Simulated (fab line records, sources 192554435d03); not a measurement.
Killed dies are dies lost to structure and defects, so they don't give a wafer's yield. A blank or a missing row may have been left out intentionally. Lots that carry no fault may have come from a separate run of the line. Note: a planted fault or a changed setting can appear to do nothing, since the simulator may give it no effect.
Chamber matching | flow n5-finfet | 3 sister chambers for N5_BEOL_M4_PECVD_72 on pecvd-01
The step deposits SiO2 from TEOS/O2, target thk 16 nm, time 18 s. 3 wafers are shown with their chamber, then 8 later ones without.

## WAFERS PAIRED WITH THEIR CHAMBERS
wafer  | chamber | throttle-valve-pct (%)
L088.2 | 0       | 22.2
L089.5 | 1       | 22.3
L090.2 | 2       | 20.5

## WAFERS MISSING THEIR CHAMBER
wafer  | throttle-valve-pct (%)
L090.3 | 22.8
L090.5 | 22.3
L094.2 | 20.0
L094.3 | 22.6
L094.5 | 22.7
L097.3 | 22.6
L097.5 | 22.7
L097.6 | 20.7

## WHICH CHAMBER EACH ONE RAN IN
wafer  | from the rows above     | in truth
L090.3 | can't be placed: 1 or 0 | 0
L090.5 | can't be placed: 1 or 0 | 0
L094.2 | 2                       | 2
L094.3 | can't be placed: 1 or 0 | 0
L094.5 | can't be placed: 1 or 0 | 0
L097.3 | can't be placed: 1 or 0 | 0
L097.5 | can't be placed: 1 or 0 | 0
L097.6 | 2                       | 2
Placed correctly: 2 of 8. From these rows, 6 cannot be placed; in 6 the true chamber is one of the candidates. Placed wrongly: 0.
How it was worked out, from the rows above alone: a wafer's distance from a chamber is the root of the sum, over the readings, of the square of ((its reading less the chamber's mean) divided by the reading's scatter). If the next closest chamber is less than 2 further off than the closest, the wafer can't be placed; otherwise it belongs to the closest. The mean given for a chamber averages the wafers shown for that chamber. The scatter (one wafer shown for each chamber): square how far every hidden wafer sits from the nearest shown wafer, average those squares and take the square root.
